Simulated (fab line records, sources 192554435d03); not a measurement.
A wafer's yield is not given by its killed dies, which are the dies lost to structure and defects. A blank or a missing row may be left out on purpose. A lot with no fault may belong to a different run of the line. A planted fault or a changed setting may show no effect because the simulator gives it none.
Which tool is to blame? | flow n5-finfet | 9 lots, 26 wafers sampled, at 6 steps of a route of 1938

WHAT THE GAUGES READ, wafer by wafer
N5_BEOL_M4_RC_MEAS_101. Usual: DIBL_N 37.0 mV/V, standard deviation 2.3; DIBL_P 37.3 mV/V, standard deviation 2.8; IOFF_N 0.17 nA/um, standard deviation 0.046; IOFF_P 0.23 nA/um, standard deviation 0.054; ION_N 675 uA/um, standard deviation 14; ION_P 460 uA/um, standard deviation 9.3; SS_N 71.7 mV/dec, standard deviation 0.73; SS_P 73.6 mV/dec, standard deviation 0.95; VT_N 249 mV, standard deviation 3.9; VT_P -250 mV, standard deviation 3.9.
lot  | measured     | on        | DIBL_N (mV/V)  | DIBL_P (mV/V)  | IOFF_N (nA/um) | IOFF_P (nA/um) | ION_N (uA/um) | ION_P (uA/um) | SS_N (mV/dec)  | SS_P (mV/dec)  | VT_N (mV)   | VT_P (mV)      | flag
L428 | day 7 23:18  | prober-02 | 40.3 37.1 43.8 | 40.9 35.4 44.8 | 0.23 0.15 0.36 | 0.31 0.21 0.42 | 680 676 712   | 471 464 478   | 72.2 71.3 73.7 | 74.8 73.7 76.2 | 243 251 240 | -246 -251 -243 |
L429 | day 8 02:19  | prober-02 | 37.4 36.8 39.6 | 37.6 37.4 40.9 | 0.19 0.17 0.25 | 0.22 0.22 0.29 | 677 667 688   | 457 453 457   | 72.1 71.1 72.2 | 73.7 75.0 76.1 | 250 249 245 | -249 -251 -248 |
L430 | day 8 05:23  | prober-02 | 39.7 36.8 33.8 | 40.0 37.0 34.2 | 0.23 0.16 0.13 | 0.29 0.21 0.18 | 673 670 662   | 460 462 458   | 72.5 71.8 71.0 | 74.6 74.2 72.5 | 247 250 250 | -249 -252 -252 |
L431 | day 8 22:55  | prober-02 | 37.5 36.0 41.5 | 37.8 36.8 43.3 | 0.18 0.16 0.27 | 0.19 0.18 0.28 | 682 676 694   | 454 453 461   | 72.0 71.0 73.1 | 73.1 73.5 75.4 | 248 249 244 | -252 -254 -246 |
L438 | day 10 09:41 | prober-01 | 34.9 34.1 34.6 | 32.9 32.0 33.9 | 0.14 0.11 0.12 | 0.19 0.18 0.20 | 681 654 669   | 474 455 466   | 71.4 71.5 71.9 | 73.1 72.2 72.5 | 250 257 254 | -248 -250 -250 |
L439 | day 10 19:25 | prober-01 | 37.4 37.1      | 35.9 36.5      | 0.17 0.15      | 0.19 0.20      | 670 650       | 458 450       | 71.4 71.0      | 73.9 72.9      | 247 252     | -251 -251      |
L446 | day 12 22:43 | prober-01 | 32.3 36.5 32.7 | 33.6 38.5 34.1 | 0.11 0.18 0.12 | 0.14 0.20 0.14 | 657 679 663   | 445 458 449   | 71.2 72.3 71.1 | 72.2 73.7 72.2 | 256 249 254 | -257 -252 -258 |
L450 | day 14 07:43 | prober-02 | 37.7 40.0 35.8 | 38.9 40.9 37.0 | 0.19 0.24 0.15 | 0.28 0.30 0.23 | 670 696 677   | 460 474 471   | 72.9 73.1 71.6 | 73.9 74.6 73.2 | 249 244 250 | -247 -245 -248 |
L451 | day 14 06:08 | prober-01 | 37.3 37.0 33.1 | 38.5 38.7 34.3 | 0.16 0.17 0.10 | 0.18 0.18 0.13 | 675 675 656   | 450 449 445   | 72.0 71.9 70.3 | 74.2 73.9 72.1 | 252 251 256 | -257 -256 -258 |

EACH LOT AND THE TOOL THAT RAN IT (in order: tool; ch and the chambers of the sampled wafers; start)
lot  | N5_BEOL_M0_SAQP_PECVD_96       | N5_BEOL_M0_SAQP_DESCUM_19          | N5_BEOL_M0_SAQP_ETCH_102         | N5_BEOL_M0_SAQP_MANDREL_ETCH_103 | N5_BEOL_M0_SAQP_RECESS_104
L428 | pecvd-02 ch 0,1,2, day 5 09:18 | rie-diel-02 ch 1,2,3, day 5 10:02  | rie-si-06 ch 0,1,2, day 5 11:56  | rie-si-06 ch 0,1,2, day 5 11:58  | vapor-etch-01 ch 0,1, day 5 12:10
L429 | pecvd-01 ch 0,2, day 5 14:58   | rie-diel-02 ch 0,1,3, day 5 15:43  | rie-si-01 ch 0,1,2, day 5 17:25  | rie-si-01 ch 0,1,2, day 5 17:27  | vapor-etch-02 ch 0,1, day 5 17:39
L430 | pecvd-02 ch 0,1,2, day 5 22:00 | rie-diel-06 ch 0,1,2, day 5 22:51  | rie-si-02 ch 0,2,3, day 6 00:42  | rie-si-02 ch 0,2,3, day 6 00:44  | vapor-etch-02 ch 0,1, day 6 00:49
L431 | pecvd-02 ch 1,2, day 6 06:16   | rie-diel-04 ch 1,2,3, day 6 06:55  | rie-si-06 ch 0,1,2, day 6 08:39  | rie-si-06 ch 0,1,2, day 6 08:41  | vapor-etch-02 ch 0,1, day 6 08:53
L438 | pecvd-01 ch 0,2, day 7 19:08   | rie-diel-06 ch 0,3, day 7 19:58    | rie-si-01 ch 0,1,2, day 7 22:34  | rie-si-01 ch 0,1,2, day 7 22:36  | vapor-etch-01 ch 0,1, day 7 22:48
L439 | pecvd-02 ch 1,2, day 8 04:35   | rie-diel-06 ch 3, day 8 05:18      | rie-si-02 ch 0,1, day 8 07:04    | rie-si-02 ch 0,1, day 8 07:06    | vapor-etch-01 ch 0,1, day 8 07:11
L446 | pecvd-02 ch 0,1,2, day 9 21:01 | rie-diel-02 ch 0,1, day 9 21:46    | rie-si-06 ch 1,2, day 10 00:17   | rie-si-06 ch 1,2, day 10 00:19   | vapor-etch-01 ch 0,1, day 10 00:23
L450 | pecvd-04 ch 1,2, day 11 00:16  | rie-diel-02 ch 1,2,3, day 11 01:02 | rie-si-01 ch 1,2,3, day 11 03:06 | rie-si-01 ch 1,2,3, day 11 03:08 | vapor-etch-01 ch 0,1, day 11 03:13
L451 | pecvd-04 ch 0,1, day 11 06:24  | rie-diel-06 ch 0,2,3, day 11 07:02 | rie-si-01 ch 1,2,3, day 11 08:44 | rie-si-01 ch 1,2,3, day 11 08:47 | vapor-etch-02 ch 0,1, day 11 08:59
- N5_BEOL_M0_SAQP_PECVD_96: deposits a-Si from SiH4/He, target thk 45 nm, time 45.2 s.
- N5_BEOL_M0_SAQP_DESCUM_19: chemistry O2, time 7.9 s.
- N5_BEOL_M0_SAQP_ETCH_102: etches SiO2 in CF4, target depth 4 nm, time 4.4 s.
- N5_BEOL_M0_SAQP_MANDREL_ETCH_103: etches a-Si in HBr/Cl2, stops on SiCN, target depth 45 nm, bt time 10 s, time 27 s.
- N5_BEOL_M0_SAQP_RECESS_104: chemistry HF/NH3, target SiO2, target depth 18 nm, afs cycles 3, sublimation time 60 s.

AS READ BY THE TOOLS THEMSELVES (means over the sampled wafers that have a number; for cases with no such wafer, the mark the record gives instead)
N5_BEOL_M0_SAQP_PECVD_96. Usual: heater-power-w 649 W, standard deviation 58; showerhead-plenum-p-Torr 5.65 Torr, standard deviation 0.053; throttle-valve-pct 18.2 %, standard deviation 0.96.
lot  | tool     | heater-power-w (W) | showerhead-plenum-p-Torr (Torr) | throttle-valve-pct (%) | flag
L428 | pecvd-02 | 672                | 5.69                            | 18.1                   |
L429 | pecvd-01 | 559                | 5.65                            | 18.8                   |
L430 | pecvd-02 | 689                | 5.68                            | 18.2                   |
L431 | pecvd-02 | 724                | 5.64                            | 18.1                   |
L438 | pecvd-01 | 634                | 5.62                            | 19.0                   |
L439 | pecvd-02 | 678                | 5.64                            | 18.2                   |
L446 | pecvd-02 | 680                | 5.69                            | 18.2                   |
L450 | pecvd-04 | 637                | 5.59                            | 16.8                   |
L451 | pecvd-04 | 701                | 5.65                            | 17.3                   |

N5_BEOL_M0_SAQP_DESCUM_19. Usual: drypump-motor-current-A 5.8 A, standard deviation 0.53; oes-product-au 0.76 a.u., standard deviation 0.078; rf-vpp-V 243.2 V, standard deviation 1.4; showerhead-plenum-p-Torr 2.10 Torr, standard deviation 0.07; throttle-valve-pct 20.34 %, standard deviation 0.3.
lot  | tool        | drypump-motor-current-A (A) | oes-product-au (a.u.) | rf-vpp-V (V) | showerhead-plenum-p-Torr (Torr) | throttle-valve-pct (%) | flag
L428 | rie-diel-02 | 5.9                         | 0.73                  | 243.1        | 2.08                            | 20.30                  |
L429 | rie-diel-02 | 6.0                         | 0.71                  | 244.3        | 2.12                            | 20.28                  |
L430 | rie-diel-06 | 5.8                         | 0.85                  | 243.6        | 2.11                            | 20.27                  |
L431 | rie-diel-04 | 5.7                         | 0.72                  | 243.3        | 2.10                            | 20.25                  |
L438 | rie-diel-06 | 5.4                         | 0.73                  | 242.7        | 2.07                            | 20.60                  |
L439 | rie-diel-06 | 5.2                         | 0.71                  | 241.9        | 2.01                            | 20.52                  |
L446 | rie-diel-02 | 6.0                         | 0.85                  | 243.3        | 2.15                            | 20.13                  |
L450 | rie-diel-02 | 5.9                         | 0.70                  | 241.7        | 2.06                            | 20.35                  |
L451 | rie-diel-06 | 5.7                         | 0.75                  | 243.1        | 2.07                            | 20.57                  |

N5_BEOL_M0_SAQP_ETCH_102. Usual: drypump-motor-current-A 5.7 A, standard deviation 0.43; oes-product-au 1.005 a.u., standard deviation 0.026; throttle-valve-pct 21.9 %, standard deviation 0.41.
lot  | tool      | drypump-motor-current-A (A) | oes-product-au (a.u.) | throttle-valve-pct (%) | flag
L428 | rie-si-06 | 5.7                         | 0.993                 | 21.8                   |
L429 | rie-si-01 | 5.6                         | 0.998                 | 21.9                   |
L430 | rie-si-02 | 5.8                         | 1.030                 | 21.9                   |
L431 | rie-si-06 | 5.7                         | 0.993                 | 21.8                   |
L438 | rie-si-01 | 5.7                         | 0.992                 | 21.9                   |
L439 | rie-si-02 | 5.7                         | 1.027                 | 22.0                   |
L446 | rie-si-06 | 6.0                         | 0.978                 | 22.0                   |
L450 | rie-si-01 | 5.6                         | 0.987                 | 21.9                   |
L451 | rie-si-01 | 5.6                         | 0.994                 | 21.9                   |

N5_BEOL_M0_SAQP_MANDREL_ETCH_103. Usual: drypump-motor-current-A 5.7 A, standard deviation 0.43; oes-product-au 0.680 a.u., standard deviation 0.013; throttle-valve-pct 35.6 %, standard deviation 0.47.
lot  | tool      | drypump-motor-current-A (A) | oes-product-au (a.u.) | throttle-valve-pct (%) | flag
L428 | rie-si-06 | 5.7                         | 0.681                 | 35.5                   |
L429 | rie-si-01 | 5.6                         | 0.685                 | 35.4                   |
L430 | rie-si-02 | 5.9                         | 0.681                 | 35.6                   |
L431 | rie-si-06 | 5.7                         | 0.678                 | 35.5                   |
L438 | rie-si-01 | 5.6                         | 0.691                 | 35.4                   |
L439 | rie-si-02 | 5.7                         | 0.695                 | 36.0                   |
L446 | rie-si-06 | 6.0                         | 0.665                 | 35.8                   |
L450 | rie-si-01 | 5.7                         | 0.684                 | 35.6                   |
L451 | rie-si-01 | 5.6                         | 0.673                 | 35.6                   |

N5_BEOL_M0_SAQP_RECESS_104. Usual: drypump-motor-current-A reads 5.5 A (standard deviation 0.64).
lot  | tool          | drypump-motor-current-A (A) | flag
L428 | vapor-etch-01 | 6.2                         |
L429 | vapor-etch-02 | 5.3                         |
L430 | vapor-etch-02 | 5.3                         |
L431 | vapor-etch-02 | 5.1                         |
L438 | vapor-etch-01 | 5.8                         |
L439 | vapor-etch-01 | 6.1                         |
L446 | vapor-etch-01 | 6.3                         |
L450 | vapor-etch-01 | 5.8                         |
L451 | vapor-etch-02 | 5.4                         |

THE ANSWER, worked out from the rows above alone
Rule: a lot counts as off when the mean over its wafers that have a number is more than 3 standard deviations away from the usual mean. A lot without any number at a reading at which 4 lots or more have one is off too. Any other lot the step has rows for is counted as sound. First the gauges in route order, then the tools' own readings, where a lot's mean is used as printed above. The first step at which some lot is off is used, and at that step the reading that is off furthest; a lot without a number counts as furthest.
Nothing can be told from this: no lot is off at any reading shown.

WHAT THE SIMULATOR PUT IN
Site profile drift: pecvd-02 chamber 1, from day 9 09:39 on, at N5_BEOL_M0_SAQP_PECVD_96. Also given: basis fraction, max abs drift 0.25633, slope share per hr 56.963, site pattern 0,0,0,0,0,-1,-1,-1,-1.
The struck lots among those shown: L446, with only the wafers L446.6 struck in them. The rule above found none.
